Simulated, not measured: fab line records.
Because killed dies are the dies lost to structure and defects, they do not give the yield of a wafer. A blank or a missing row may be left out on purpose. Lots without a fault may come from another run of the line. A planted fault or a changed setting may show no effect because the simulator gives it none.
fab line records	flow nand_harc
[record] lots = 24	wafers = 72	last_day = 33
route steps=1302 shown A_CONTACT@1089 A_BLC@1118 A_M0@1150
lots that met no fault: from a run of the same line without faults
start_h: start of the lot's first displayed wafer, in hours after the record's first day	wait_h: how many hours have passed since the lot's step before this one	" unchanged from the row above	L1.1+2: a single row standing in for several wafers	- value missing, or start not given	* or withheld: withheld	< > ~ a bound
route shown NAME@n: names a module that has steps shown in the file, with the first one's number in the route	usual: mean/standard deviation taken from wafers without a fault	same: alike in all rows	chamber/n: place in a boat	sites: the reading at each site	_std_site: their standard deviation	_edge_site: inner sites' mean taken away from outer sites' mean	radius_mm: for every site, how far away it sits from the centre of the wafer	mask NAME#n: copy n	behind: the tool/chamber that last shaped the wafer	hold: reason for holding the lot/hours on hold/outcome of the hold	device: whichever transistor did not switch (one of n, p or np)	end of line: the same wafers' tests at the end of the route	where a step has no rows: the recipe by itself	killed: not the wafer's yield, but the dies lost to structure and defects at the first sort	map: shows each die of a wafer: x if killed, . if not, _ if none is there
set.NAME: setting as actually run; set.NAME@STEP: the setting as run at that earlier step	model.NAME: the simulator's own value behind a step, which no gauge read
one table for each step of the route and one row for each wafer, over a sample of lots
services: a tool's chamber out of use, with start hour (start_h, from the record's first day; less than 0 if before it), hours out, and reason
[[steps]]
[step NHARC_A_CONTACT_ETCH_137]
[recipe] source_w = withheld	pressure_mtorr = 20	bias_v = 1200	time_s = 311	target_depth_a = 19120	ar_flow_sccm = withheld	c4f8_flow_sccm = withheld	o2_flow_sccm = withheld	chemistry = C4F8/O2/Ar
[same] time_s = 311
lot.wafer	tool	chamber	start_h	wait_h	rf_hours_counter_h
L076.2	har_cap_etch-02	0	526.00	0.2	90
L076.6	"	0	"	"	-
L076.5	"	1	"	"	-
L074.1	har_cap_etch-01	1	527.38	0.3	4
L074.4	"	1	"	"	-
L074.6	"	1	"	"	-
L075.2	har_cap_etch-01	0	534.12	0.3	6
L075.5	"	0	"	"	-
L075.6	"	1	"	"	-
L077.2	har_cap_etch-02	1	552.04	0.2	98
L077.4	"	1	"	"	-
L077.6	"	1	"	"	-
L078.4	har_cap_etch-02	1	554.05	0.2	-
L078.3	"	0	"	"	-
L078.6	"	1	"	"	-
L079.2	har_cap_etch-01	1	557.43	0.2	11
L079.1	"	0	"	"	11
L079.3	"	0	"	"	-
L082.1	har_cap_etch-01	1	571.74	0.2	12
L082.2	"	0	"	"	12
L082.5	"	1	"	"	-
L080.1	har_cap_etch-03	0	574.91	0.2	55
L080.3	"	1	"	"	-
L080.5	"	1	"	"	-
L081.2	har_cap_etch-02	1	576.68	0.2	104
L081.3	"	1	"	"	-
L081.5	"	1	"	"	-
L083.2	har_cap_etch-01	1	609.32	0.2	16
L083.4	"	1	"	"	-
L083.5	"	1	"	"	-
L084.1	har_cap_etch-02	1	621.18	0.2	109
L084.3	"	1	"	"	-
L084.6	"	1	"	"	-
L086.1	har_cap_etch-02	0	631.49	0.2	111
L086.4	"	1	"	"	-
L086.3	"	0	"	"	-
L085.2	har_cap_etch-01	1	634.61	0.2	21
L085.1	"	0	"	"	21
L085.4	"	1	"	"	-
L087.1	har_cap_etch-01	0	654.17	0.2	25
L087.4	"	0	"	"	-
L087.6	"	0	"	"	-
L089.1	har_cap_etch-01	0	661.68	0.2	26
L089.3	"	1	"	"	-
L089.6	"	0	"	"	-
L088.1	har_cap_etch-02	0	669.21	0.2	116
L088.2	"	1	"	"	116
L088.5	"	0	"	"	-
L090.2	har_cap_etch-01	1	699.27	0.2	32
L090.3	"	1	"	"	-
L090.6	"	1	"	"	-
L091.2	har_cap_etch-03	1	709.14	0.2	77
L091.1	"	0	"	"	77
L091.3	"	1	"	"	-
L092.4	har_cap_etch-02	1	710.95	0.2	-
L092.5	"	0	"	"	-
L092.6	"	1	"	"	-
L093.2	har_cap_etch-01	1	714.53	0.2	37
L093.3	"	1	"	"	-
L093.6	"	1	"	"	-
L094.1	har_cap_etch-03	1	719.42	0.2	80
L094.3	"	1	"	"	-
L094.4	"	0	"	"	-
L095.3	har_cap_etch-02	1	724.90	0.2	-
L095.6	"	1	"	"	-
L095.5	"	0	"	"	-
L096.2	har_cap_etch-03	0	725.36	0.2	81
L096.4	"	0	"	"	-
L096.3	"	1	"	"	-
L097.1	har_cap_etch-03	0	738.81	0.2	82
L097.2	"	1	"	"	82
L097.5	"	1	"	"	-
[step NHARC_A_CONTACT_ETCH_139]
[recipe] source_w = withheld	pressure_mtorr = 20	bias_v = 400	time_s = 195	target_depth_a = 8400	ar_flow_sccm = withheld	c4f8_flow_sccm = 11.5	o2_flow_sccm = 7.2	chemistry = C4F8/O2/Ar
[same] time_s = 195
lot.wafer	tool	chamber	start_h	wait_h	rf_hours_counter_h
L076.2	har_cap_etch-02	0	526.55	0.2	91
L076.6	"	0	"	"	-
L076.5	"	1	"	"	-
L074.1	har_cap_etch-01	1	528.10	0.3	5
L074.4	"	1	"	"	-
L074.6	"	1	"	"	-
L075.2	har_cap_etch-01	0	534.84	0.3	6
L075.5	"	0	"	"	-
L075.6	"	1	"	"	-
L077.2	har_cap_etch-02	1	552.58	0.2	98
L077.4	"	1	"	"	-
L077.6	"	1	"	"	-
L078.4	har_cap_etch-02	1	554.60	0.2	-
L078.3	"	0	"	"	-
L078.6	"	1	"	"	-
L079.2	har_cap_etch-01	1	557.97	0.2	12
L079.1	"	0	"	"	12
L079.3	"	0	"	"	-
L082.1	har_cap_etch-01	1	572.29	0.2	13
L082.2	"	0	"	"	13
L082.5	"	1	"	"	-
L080.1	har_cap_etch-03	0	575.44	0.2	55
L080.3	"	1	"	"	-
L080.5	"	1	"	"	-
L081.2	har_cap_etch-02	1	577.22	0.2	104
L081.3	"	1	"	"	-
L081.5	"	1	"	"	-
L083.2	har_cap_etch-01	1	609.87	0.2	17
L083.4	"	1	"	"	-
L083.5	"	1	"	"	-
L084.1	har_cap_etch-02	1	621.72	0.2	110
L084.3	"	1	"	"	-
L084.6	"	1	"	"	-
L086.1	har_cap_etch-02	0	632.04	0.2	111
L086.4	"	1	"	"	-
L086.3	"	0	"	"	-
L085.2	har_cap_etch-01	1	635.16	0.2	22
L085.1	"	0	"	"	22
L085.4	"	1	"	"	-
L087.1	har_cap_etch-01	0	654.71	0.2	25
L087.4	"	0	"	"	-
L087.6	"	0	"	"	-
L089.1	har_cap_etch-01	0	662.22	0.2	26
L089.3	"	1	"	"	-
L089.6	"	0	"	"	-
L088.1	har_cap_etch-02	0	669.76	0.2	117
L088.2	"	1	"	"	117
L088.5	"	0	"	"	-
L090.2	har_cap_etch-01	1	699.82	0.2	32
L090.3	"	1	"	"	-
L090.6	"	1	"	"	-
L091.2	har_cap_etch-03	1	709.69	0.2	77
L091.1	"	0	"	"	77
L091.3	"	1	"	"	-
L092.4	har_cap_etch-02	1	711.49	0.2	-
L092.5	"	0	"	"	-
L092.6	"	1	"	"	-
L093.2	har_cap_etch-01	1	715.07	0.2	37
L093.3	"	1	"	"	-
L093.6	"	1	"	"	-
L094.1	har_cap_etch-03	1	719.96	0.2	80
L094.3	"	1	"	"	-
L094.4	"	0	"	"	-
L095.3	har_cap_etch-02	1	725.44	0.2	-
L095.6	"	1	"	"	-
L095.5	"	0	"	"	-
L096.2	har_cap_etch-03	0	725.90	0.2	82
L096.4	"	0	"	"	-
L096.3	"	1	"	"	-
L097.1	har_cap_etch-03	0	739.36	0.2	83
L097.2	"	1	"	"	83
L097.5	"	1	"	"	-
[step NHARC_A_BLC_OVL_MEAS_11]
[usual] overlay_x_nm = 0.0/0.83	overlay_y_nm = 0.2/0.83
lot.wafer	tool	chamber	start_h	wait_h	overlay_x_nm	overlay_y_nm
L076.2	overlay-01	-	530.32	-	0.3	-0.8
L076.5	"	-	"	"	-0.4	-1.0
L076.6	"	-	"	"	-0.1	-0.3
L074.1	overlay-01	-	532.02	-	0.6	0.6
L074.4	"	-	"	"	0.2	1.0
L074.6	"	-	"	"	-0.5	1.1
L075.2	overlay-01	-	539.21	-	-1.7	-0.7
L075.5	"	-	"	"	-1.6	-0.6
L075.6	"	-	"	"	-1.7	-0.1
L077.2	overlay-01	-	556.46	-	-0.1	-0.4
L077.4	"	-	"	"	0.5	0.3
L077.6	"	-	"	"	-0.6	-0.9
L078.3	overlay-01	-	558.32	-	0.8	0.0
L078.4	"	-	"	"	1.4	0.8
L078.6	"	-	"	"	1.3	0.1
L079.1	overlay-02	-	562.43	-	1.0	0.5
L079.2	"	-	"	"	0.3	0.3
L079.3	"	-	"	"	0.5	0.6
L082.1	overlay-01	-	576.17	-	-0.4	-0.4
L082.2	"	-	"	"	-0.3	0.1
L082.5	"	-	"	"	-0.2	-0.5
L080.1	overlay-01	-	579.30	-	0.2	0.5
L080.3	"	-	"	"	-0.2	0.3
L080.5	"	-	"	"	-0.8	0.0
L081.2	overlay-02	-	580.90	-	-0.4	1.1
L081.3	"	-	"	"	-0.5	1.5
L081.5	"	-	"	"	-0.4	1.0
L083.2	overlay-01	-	613.69	-	1.4	0.3
L083.4	"	-	"	"	1.7	0.5
L083.5	"	-	"	"	1.5	0.2
L084.1	overlay-01	-	625.39	-	-0.4	1.0
L084.3	"	-	"	"	-0.7	0.5
L084.6	"	-	"	"	-0.7	0.5
L086.1	overlay-02	-	635.81	-	0.1	1.7
L086.3	"	-	"	"	0.1	1.8
L086.4	"	-	"	"	-0.2	2.0
L085.1	overlay-01	-	638.94	-	0.5	0.3
L085.2	"	-	"	"	0.5	-0.2
L085.4	"	-	"	"	1.0	-0.5
L087.1	overlay-02	-	658.59	-	-0.4	0.0
L087.4	"	-	"	"	-1.1	-1.0
L087.6	"	-	"	"	-1.3	-0.3
L089.1	overlay-02	-	666.04	-	0.1	1.1
L089.3	"	-	"	"	0.2	2.0
L089.6	"	-	"	"	0.9	1.2
L088.1	overlay-01	-	673.55	-	-0.1	-1.3
L088.2	"	-	"	"	-0.2	-1.4
L088.5	"	-	"	"	-0.9	-1.4
L090.2	overlay-02	-	703.45	-	-0.9	0.1
L090.3	"	-	"	"	-0.9	-0.4
L090.6	"	-	"	"	-0.4	-0.2
L091.1	overlay-02	-	713.49	-	-0.4	-1.2
L091.2	"	-	"	"	-0.5	-0.2
L091.3	"	-	"	"	-0.4	-0.5
L092.4	overlay-02	-	715.10	-	-0.8	-1.2
L092.5	"	-	"	"	-0.9	-1.7
L092.6	"	-	"	"	-1.2	-1.1
L093.2	overlay-02	-	719.84	-	0.2	0.3
L093.3	"	-	"	"	0.2	0.3
L093.6	"	-	"	"	0.5	-0.3
L094.1	overlay-01	-	723.83	-	1.0	0.3
L094.3	"	-	"	"	1.1	-0.2
L094.4	"	-	"	"	0.9	0.4
L095.3	overlay-02	-	729.09	-	0.6	0.8
L095.5	"	-	"	"	0.1	1.2
L095.6	"	-	"	"	0.7	0.9
L096.2	overlay-01	-	729.96	-	-0.8	1.0
L096.3	"	-	"	"	-0.2	0.1
L096.4	"	-	"	"	-0.6	0.9
L097.1	overlay-02	-	743.18	-	1.4	0.8
L097.2	"	-	"	"	1.9	1.1
L097.5	"	-	"	"	1.4	0.8
[step NHARC_A_BLC_ALD_23]
[recipe] target_thk_a = 30	pulse_time_s = 1	ald_cycles = 150	temp_c = 450	material = TiN
[usual] heater_power_w = 1131/110	precursor_pulse_height_rel = 0.999/0.023
lot.wafer	tool	chamber	start_h	wait_h	heater_power_w	precursor_pulse_height_rel
L076.2	ald_metal-04	2	532.31	-	987	1.020
L076.6	"	0	"	"	1198	1.004
L076.5	"	1	"	"	1104	1.060
L074.4	ald_metal-04	2	534.14	0.1	984	0.977
L074.1	"	0	"	"	1191	0.991
L074.6	"	1	"	"	1063	1.007
L075.2	ald_metal-01	2	541.26	-	1257	0.987
L075.5	"	2	"	"	1236	0.986
L075.6	"	3	"	"	1060	1.019
L077.2	ald_metal-04	0	558.36	-	1198	1.023
L077.4	"	2	"	"	987	0.980
L077.6	"	1	"	"	1088	1.025
L078.4	ald_metal-01	3	560.26	-	1028	1.003
L078.3	"	0	"	"	1109	1.010
L078.6	"	2	"	"	1218	1.005
L079.1	ald_metal-04	0	564.33	-	1181	1.024
L079.3	"	2	"	"	990	0.988
L079.2	"	3	"	"	1105	1.009
L082.1	ald_metal-04	1	578.09	-	1097	0.980
L082.2	"	2	"	"	957	1.012
L082.5	"	1	"	"	1103	0.994
L080.1	ald_metal-02	1	581.23	-	1104	1.001
L080.3	"	2	"	"	1009	0.987
L080.5	"	0	"	"	1343	1.021
L081.3	ald_metal-04	2	582.81	-	972	0.978
L081.2	"	0	"	"	1191	0.997
L081.5	"	2	"	"	975	1.021
L083.2	ald_metal-04	1	615.60	-	1126	0.983
L083.4	"	1	"	"	1098	0.961
L083.5	"	2	"	"	997	1.014
L084.3	ald_metal-01	1	627.31	-	1246	1.000
L084.1	"	3	"	"	1070	0.983
L084.6	"	0	"	"	1131	1.012
L086.1	ald_metal-02	3	637.77	-	1151	1.005
L086.3	"	0	"	"	1411	1.033
L086.4	"	2	"	"	1017	0.997
L085.1	ald_metal-04	3	640.85	-	1153	0.963
L085.2	"	1	"	"	1090	0.975
L085.4	"	2	"	"	998	1.007
L087.1	ald_metal-02	2	660.58	-	1031	0.997
L087.6	"	3	"	"	1158	0.975
L087.4	"	2	"	"	987	0.995
L089.1	ald_metal-02	2	668.11	-	1005	0.992
L089.3	"	3	"	"	1147	0.996
L089.6	"	2	"	"	1023	0.985
L088.2	ald_metal-04	1	675.61	-	1104	1.011
L088.1	"	2	"	"	970	0.994
L088.5	"	0	"	"	1095	0.991
L090.2	ald_metal-02	0	705.34	-	1401	1.015
L090.3	"	3	"	"	1129	1.029
L090.6	"	1	"	"	1053	1.015
L091.3	ald_metal-01	1	715.60	-	1246	0.999
L091.2	"	3	"	"	1110	0.974
L091.1	"	0	"	"	1097	0.986
L092.4	ald_metal-04	2	717.25	-	940	1.002
L092.5	"	3	"	"	1196	0.979
L092.6	"	0	"	"	1098	1.049
L093.2	ald_metal-02	1	721.79	-	1034	0.977
L093.3	"	0	"	"	1403	1.051
L093.6	"	1	"	"	1041	1.005
L094.1	ald_metal-04	3	725.73	-	1182	1.037
L094.4	"	0	"	"	1100	0.988
L094.3	"	1	"	"	1108	1.025
L095.3	ald_metal-04	0	731.28	-	1082	0.961
L095.6	"	1	"	"	1096	1.008
L095.5	"	2	"	"	966	1.004
L096.4	ald_metal-02	1	731.92	-	1057	0.969
L096.2	"	2	"	"	993	0.968
L096.3	"	3	"	"	1148	0.964
L097.2	ald_metal-02	2	745.09	-	1020	1.025
L097.1	"	1	"	"	1061	1.012
L097.5	"	3	"	"	1143	0.996
[step NHARC_A_M0_DESCUM_14]
[recipe] time_s = 3	o2_flow_sccm = 200	ar_flow_sccm = 0	bias_power_w = 0	chemistry = O2
[usual] drypump_motor_current_A = 5.9/0.4	oes_product_au = 1.001/0.014	rf_vpp_V = 57.6/0.87	showerhead_plenum_p_Torr = 1.88/0.072	throttle_valve_pct = 11.311/0.009
[same] time_s = 3
lot.wafer	tool	chamber	start_h	wait_h	drypump_motor_current_A	oes_product_au	rf_hours_counter_h	rf_vpp_V	showerhead_plenum_p_Torr	throttle_valve_pct
L076.2	rie_diel-11	0	534.41	0.1	6.0	1.002	3.9	57.7	1.97	11.305
L076.6	"	1	"	"	6.2	1.004	-	57.6	1.83	11.310
L076.5	"	2	"	"	5.9	1.001	-	55.7	1.84	11.323
L074.1	rie_diel-11	2	536.23	0.1	5.9	0.995	5.3	57.6	1.84	11.322
L074.4	"	3	"	"	5.6	1.001	4.8	57.6	1.87	11.313
L074.6	"	1	"	"	6.2	0.991	-	56.9	1.83	11.306
L075.2	rie_diel-05	1	543.50	0.1	6.2	1.006	7.7	57.2	1.96	11.329
L075.5	"	0	"	"	5.4	0.982	-	58.1	1.95	11.312
L075.6	"	3	"	"	6.0	1.005	-	58.7	1.95	11.325
L077.2	rie_diel-07	0	560.58	0.1	5.2	0.984	2.0	57.3	1.80	11.302
L077.4	"	1	"	"	6.3	0.972	2.7	58.5	1.82	11.312
L077.6	"	0	"	"	5.2	1.000	-	56.4	1.80	11.310
L078.3	rie_diel-11	1	562.72	0.1	6.3	1.002	5.6	57.1	1.83	11.328
L078.4	"	3	"	"	5.6	1.007	6.1	59.2	1.87	11.314
L078.6	"	0	"	"	5.9	0.998	-	57.7	1.97	11.320
L079.1	rie_diel-11	3	566.43	0.1	5.6	1.002	6.3	59.6	1.87	11.287
L079.3	"	0	"	"	6.0	1.004	5.5	56.9	1.97	11.314
L079.2	"	2	"	"	5.9	1.009	7.1	57.1	1.84	11.320
L082.2	rie_diel-05	1	580.65	0.1	6.2	0.995	10.3	57.3	1.96	11.317
L082.1	"	0	"	"	5.4	0.971	9.9	58.0	1.95	11.316
L082.5	"	1	"	"	6.2	0.995	-	57.5	1.96	11.316
L080.3	rie_diel-11	0	583.74	0.1	6.0	0.989	6.1	58.8	1.97	11.307
L080.1	"	2	"	"	5.9	0.993	8.2	57.7	1.84	11.305
L080.5	"	0	"	"	6.0	0.993	-	57.9	1.97	11.307
L081.3	rie_diel-11	0	584.96	0.1	6.0	1.007	6.2	57.2	1.97	11.312
L081.2	"	2	"	"	5.9	1.007	8.3	57.3	1.84	11.313
L081.5	"	0	"	"	5.9	0.994	-	59.1	1.97	11.318
L083.2	rie_diel-07	2	617.75	0.1	5.1	0.987	7.4	58.0	2.02	11.316
L083.4	"	0	"	"	5.2	1.001	6.0	56.9	1.80	11.304
L083.5	"	3	"	"	6.5	1.013	-	58.1	1.83	11.302
L084.3	rie_diel-07	3	629.39	0.1	6.5	1.007	6.4	56.1	1.83	11.304
L084.1	"	0	"	"	5.2	1.004	6.1	57.9	1.80	11.321
L084.6	"	0	"	"	5.2	0.999	-	58.6	1.80	11.317
L086.1	rie_diel-07	2	639.86	0.1	5.1	0.990	7.8	57.2	2.02	11.331
L086.4	"	3	"	"	6.5	1.014	6.6	57.5	1.83	11.329
L086.3	"	1	"	"	6.3	0.970	7.4	58.3	1.82	11.328
L085.2	rie_diel-05	0	642.94	0.1	5.4	0.983	1.9	57.8	1.95	11.316
L085.1	"	2	"	"	6.2	0.992	1.9	56.3	1.79	11.326
L085.4	"	3	"	"	6.0	1.005	1.7	57.9	1.95	11.331
L087.1	rie_diel-05	3	662.67	0.1	6.0	1.010	2.8	58.6	1.95	11.318
L087.4	"	2	"	"	6.2	1.009	2.7	58.0	1.79	11.298
L087.6	"	3	"	"	6.0	1.000	-	58.3	1.95	11.304
L089.3	rie_diel-11	3	670.34	0.1	5.6	1.009	1.3	56.7	1.87	11.309
L089.1	"	0	"	"	6.0	1.015	2.2	59.8	1.97	11.298
L089.6	"	3	"	"	5.6	0.997	-	56.8	1.87	11.316
L088.2	rie_diel-05	2	677.69	0.1	6.1	1.011	3.2	57.2	1.79	11.319
L088.1	"	0	"	"	5.4	0.981	3.8	58.5	1.95	11.308
L088.5	"	0	"	"	5.4	0.982	-	57.7	1.95	11.326
L090.2	rie_diel-07	0	707.57	0.1	5.2	1.004	2.5	56.7	1.79	11.312
L090.3	"	3	"	"	6.5	0.998	-	58.7	1.83	11.311
L090.6	"	3	"	"	6.5	0.999	-	57.8	1.83	11.305
L091.3	rie_diel-05	2	717.76	0.1	6.2	0.991	5.0	57.8	1.79	11.302
L091.2	"	3	"	"	6.0	0.995	5.1	57.9	1.95	11.291
L091.1	"	0	"	"	5.4	0.988	5.3	57.1	1.95	11.313
L092.4	rie_diel-05	0	719.33	0.1	5.4	0.984	5.5	59.3	1.95	11.299
L092.6	"	2	"	"	6.2	0.996	-	57.4	1.79	11.313
L092.5	"	3	"	"	6.0	1.008	-	58.2	1.95	11.307
L093.2	rie_diel-11	2	724.63	0.1	5.9	1.024	4.5	57.6	1.84	11.309
L093.3	"	3	"	"	5.6	1.004	5.6	56.9	1.87	11.309
L093.6	"	2	"	"	5.9	1.026	-	57.1	1.84	11.309
L094.3	rie_diel-11	1	727.97	0.1	6.3	1.013	6.6	57.1	1.83	11.310
L094.4	"	3	"	"	5.6	1.007	5.7	57.9	1.87	11.325
L094.1	"	0	"	"	6.0	1.022	6.8	57.8	1.97	11.313
L095.3	rie_diel-07	1	733.85	0.1	6.3	0.997	2.0	57.9	1.82	11.333
L095.5	"	2	"	"	5.1	1.002	-	59.5	2.02	11.320
L095.6	"	3	"	"	6.5	0.994	-	55.7	1.83	11.320
L096.4	rie_diel-11	2	734.14	0.1	5.9	1.028	4.8	56.2	1.84	11.318
L096.2	"	3	"	"	5.6	1.022	5.9	58.9	1.87	11.305
L096.3	"	0	"	"	6.0	1.030	6.9	58.3	1.97	11.295
L097.2	rie_diel-11	0	747.20	0.1	6.0	1.016	7.9	57.6	1.97	11.313
L097.1	"	1	"	"	6.2	1.018	7.3	57.7	1.83	11.310
L097.5	"	2	"	"	5.8	1.023	-	57.5	1.84	11.307
[step NHARC_A_M0_ETCH_34]
[recipe] target_depth_a = 400	overetch_a = 120	time_s = 43.94	ion_energy_ev = 200	n2_flow_sccm = 150	h2_flow_sccm = 150	ar_flow_sccm = 0	rf_w = 400	bias_w = 150	chemistry = N2/H2
[usual] bias_w = 150.0/0.5	drypump_motor_current_A = 5.9/0.39	h2_flow_sccm = 150.0/0.44	oes_product_au = 1.000/0.014	rf_fwd_power_W = 394.6/2.1	rf_vpp_V = 429.7/2.3	showerhead_plenum_p_Torr = 2.01/0.078	throttle_valve_pct = 14.171/0.009
[same] time_s = 43.94
lot.wafer	tool	chamber	start_h	wait_h	bias_w	drypump_motor_current_A	h2_flow_sccm	oes_product_au	rf_fwd_power_W	rf_hours_counter_h	rf_vpp_V	showerhead_plenum_p_Torr	throttle_valve_pct
L076.2	rie_diel-11	3	534.49	0.1	150.8	5.6	149.8	0.999	394.3	4.8	429.1	1.99	14.150
L076.6	"	1	"	"	150.2	6.2	150.7	1.008	387.7	-	428.2	1.95	14.173
L076.5	"	2	"	"	150.4	5.9	149.3	0.996	396.7	-	429.3	1.96	14.177
L074.4	rie_diel-11	3	536.31	0.1	150.2	5.6	150.8	0.994	394.0	4.8	429.3	1.99	14.177
L074.1	"	0	"	"	150.3	6.0	149.7	1.001	396.7	4.0	433.1	2.10	14.161
L074.6	"	3	"	"	149.7	5.6	150.4	0.994	395.8	-	429.3	1.99	14.173
L075.2	rie_diel-05	1	543.61	0.1	149.4	6.2	149.6	1.001	396.2	7.7	432.3	2.09	14.167
L075.5	"	3	"	"	149.5	6.0	150.3	0.991	395.1	-	431.9	2.08	14.174
L075.6	"	0	"	"	150.2	5.4	150.3	0.977	393.5	-	432.6	2.08	14.177
L077.2	rie_diel-07	1	560.67	0.1	150.2	6.3	150.1	0.972	396.8	2.7	429.3	1.94	14.173
L077.4	"	0	"	"	149.2	5.2	150.0	0.986	396.1	2.1	426.4	1.91	14.172
L077.6	"	2	"	"	149.6	5.1	149.1	0.981	395.3	-	432.8	2.16	14.167
L078.3	rie_diel-11	2	562.79	0.1	151.2	5.9	150.4	1.003	393.9	6.9	428.0	1.96	14.177
L078.4	"	3	"	"	150.3	5.6	150.0	0.995	394.4	6.1	428.6	1.99	14.157
L078.6	"	3	"	"	149.6	5.6	150.1	1.008	393.7	-	429.3	1.99	14.163
L079.3	rie_diel-11	1	566.52	0.1	151.5	6.3	149.6	1.004	389.8	5.9	426.7	1.95	14.162
L079.2	"	2	"	"	149.4	5.9	149.6	1.006	396.6	7.1	427.9	1.96	14.171
L079.1	"	0	"	"	149.9	6.0	149.6	1.007	395.3	5.5	431.2	2.10	14.181
L082.1	rie_diel-05	2	580.74	0.1	150.7	6.2	149.8	1.000	395.3	3.1	426.9	1.90	14.175
L082.2	"	0	"	"	150.4	5.4	149.8	0.969	393.1	9.9	430.5	2.08	14.182
L082.5	"	2	"	"	149.6	6.2	150.6	0.993	394.6	-	426.4	1.90	14.174
L080.1	rie_diel-11	3	583.81	0.1	151.0	5.6	150.6	0.997	394.4	7.0	427.1	1.99	14.167
L080.3	"	2	"	"	150.2	5.9	150.1	1.012	398.3	8.3	426.3	1.96	14.178
L080.5	"	0	"	"	149.4	6.0	149.9	0.997	396.5	-	432.2	2.10	14.187
L081.2	rie_diel-11	1	585.06	0.1	149.1	6.2	150.1	1.001	392.5	7.1	428.0	1.95	14.186
L081.3	"	3	"	"	149.5	5.7	149.8	0.994	391.8	7.1	429.7	1.99	14.167
L081.5	"	0	"	"	151.0	5.9	149.7	1.000	397.1	-	433.0	2.10	14.179
L083.2	rie_diel-07	2	617.84	0.1	150.8	5.1	150.6	0.984	395.4	7.4	434.9	2.16	14.175
L083.4	"	3	"	"	150.1	6.5	150.2	1.000	393.8	6.2	428.8	1.95	14.151
L083.5	"	3	"	"	150.0	6.5	150.1	1.000	395.4	-	427.3	1.95	14.174
L084.3	rie_diel-07	3	629.48	0.1	149.8	6.5	150.2	1.006	396.6	6.4	428.1	1.95	14.173
L084.1	"	1	"	"	150.0	6.3	149.9	0.973	397.1	7.3	427.3	1.94	14.174
L084.6	"	2	"	"	149.9	5.0	150.3	0.982	393.5	-	434.9	2.15	14.168
L086.3	rie_diel-07	0	639.94	0.1	149.8	5.2	149.0	0.998	392.8	6.3	427.2	1.91	14.164
L086.1	"	1	"	"	149.8	6.3	150.3	0.965	396.1	7.4	428.8	1.94	14.168
L086.4	"	3	"	"	149.8	6.5	150.2	1.001	393.9	6.6	429.3	1.95	14.174
L085.2	rie_diel-05	3	643.03	0.1	149.6	6.0	149.4	1.009	394.6	1.7	431.9	2.08	14.190
L085.1	"	0	"	"	149.6	5.4	149.4	0.982	394.8	1.9	433.6	2.08	14.186
L085.4	"	1	"	"	150.8	6.2	150.0	0.972	395.4	2.1	430.4	2.09	14.176
L087.4	rie_diel-05	3	662.76	0.1	149.9	6.0	149.3	1.016	392.4	2.8	430.8	2.08	14.149
L087.1	"	1	"	"	150.0	6.1	150.1	0.979	394.1	3.0	432.7	2.09	14.165
L087.6	"	0	"	"	149.8	5.4	150.0	0.997	393.3	-	430.7	2.08	14.170
L089.1	rie_diel-11	0	670.43	0.1	149.8	6.0	150.1	1.017	392.2	2.2	431.3	2.10	14.169
L089.3	"	1	"	"	150.2	6.2	149.4	1.006	390.3	2.2	426.9	1.95	14.173
L089.6	"	2	"	"	150.1	5.9	150.1	1.011	397.9	-	427.5	1.96	14.164
L088.2	rie_diel-05	2	677.79	0.1	150.5	6.2	149.7	1.005	395.1	3.2	426.0	1.90	14.167
L088.1	"	3	"	"	150.1	6.0	149.4	1.012	392.9	3.5	432.0	2.08	14.173
L088.5	"	3	"	"	150.4	6.0	148.8	1.017	392.9	-	431.1	2.08	14.187
L090.2	rie_diel-07	0	707.71	0.1	150.1	5.3	150.4	1.011	394.3	2.6	427.1	1.91	14.162
L090.3	"	3	"	"	150.0	6.5	150.0	1.007	395.6	-	429.7	1.95	14.170
L090.6	"	0	"	"	150.5	5.3	150.3	1.013	394.4	-	428.9	1.91	14.160
L091.2	rie_diel-05	1	717.84	0.1	150.2	6.2	150.1	0.966	395.9	4.5	431.9	2.09	14.179
L091.3	"	2	"	"	149.6	6.2	149.4	0.988	395.8	5.0	427.6	1.90	14.173
L091.1	"	3	"	"	150.0	6.0	150.4	1.000	393.3	5.1	431.4	2.08	14.173
L092.4	rie_diel-05	0	719.40	0.1	149.4	5.4	149.7	0.986	393.0	5.5	430.8	2.08	14.165
L092.6	"	0	"	"	149.8	5.4	150.3	0.978	393.6	-	431.9	2.08	14.174
L092.5	"	1	"	"	150.2	6.1	149.5	0.976	395.2	-	432.9	2.09	14.190
L093.2	rie_diel-11	2	724.71	0.1	150.1	5.9	149.4	1.028	396.4	4.5	428.4	1.96	14.173
L093.3	"	3	"	"	150.3	5.7	149.7	1.010	396.8	5.7	429.6	1.99	14.156
L093.6	"	3	"	"	150.1	5.6	150.1	1.000	394.4	-	430.2	1.99	14.158
L094.1	rie_diel-11	2	728.06	0.1	149.8	5.9	149.5	1.023	396.6	4.6	426.9	1.96	14.173
L094.4	"	0	"	"	150.5	6.0	150.3	1.030	395.3	6.8	432.3	2.10	14.183
L094.3	"	1	"	"	149.6	6.3	150.8	1.007	391.3	6.6	427.5	1.94	14.190
L095.3	rie_diel-07	1	733.91	0.1	149.6	6.3	149.7	1.000	398.3	2.0	427.1	1.94	14.158
L095.5	"	1	"	"	149.7	6.3	150.2	1.000	396.7	-	427.7	1.94	14.175
L095.6	"	2	"	"	150.9	5.0	150.0	1.010	395.0	-	434.0	2.15	14.182
L096.3	rie_diel-11	3	734.23	0.1	150.5	5.6	150.0	1.011	393.5	5.9	431.1	1.99	14.177
L096.2	"	0	"	"	150.2	6.0	150.0	1.029	397.2	6.9	431.8	2.10	14.174
L096.4	"	2	"	"	150.4	5.9	150.0	1.015	397.1	4.8	428.7	1.96	14.186
L097.1	rie_diel-11	3	747.28	0.1	150.0	5.6	150.8	0.997	393.6	7.0	429.1	1.99	14.168
L097.2	"	0	"	"	150.0	6.0	150.3	1.024	395.7	7.9	431.8	2.10	14.165
L097.5	"	2	"	"	149.7	5.9	149.1	1.012	398.3	-	429.5	1.96	14.163
[[services]]
tool	chamber	start_h	hours	kind
ald_metal-01	3	503.81	4.1	repair
ald_metal-02	-	513.84	0.9	repair
rie_diel-11	1	525.78	7.0	repair
ald_metal-02	1	547.42	19.0	repair
ald_metal-04	-	551.82	0.7	repair
har_cap_etch-01	-	567.86	0.6	repair
ald_metal-01	0	574.02	27.7	repair
ald_metal-02	-	576.96	1.4	repair
ald_metal-04	3	579.16	43.5	repair
rie_diel-05	-	583.92	9.0	pm
rie_diel-11	3	594.46	1.5	repair
ald_metal-02	-	610.00	10.0	pm
har_cap_etch-03	-	625.69	1.0	repair
rie_diel-11	-	639.45	9.0	pm
rie_diel-07	-	648.21	9.0	pm
rie_diel-11	2	651.28	4.5	repair
ald_metal-04	-	652.00	10.0	pm
ald_metal-02	1	656.04	26.8	repair
rie_diel-05	1	668.75	26.8	repair
rie_diel-11	2	677.93	6.4	repair
rie_diel-07	2	701.54	4.4	repair
rie_diel-07	1	701.82	9.3	repair
ald_metal-01	-	704.00	10.0	pm
rie_diel-07	2	706.65	9.9	repair
[[key]]
fault none
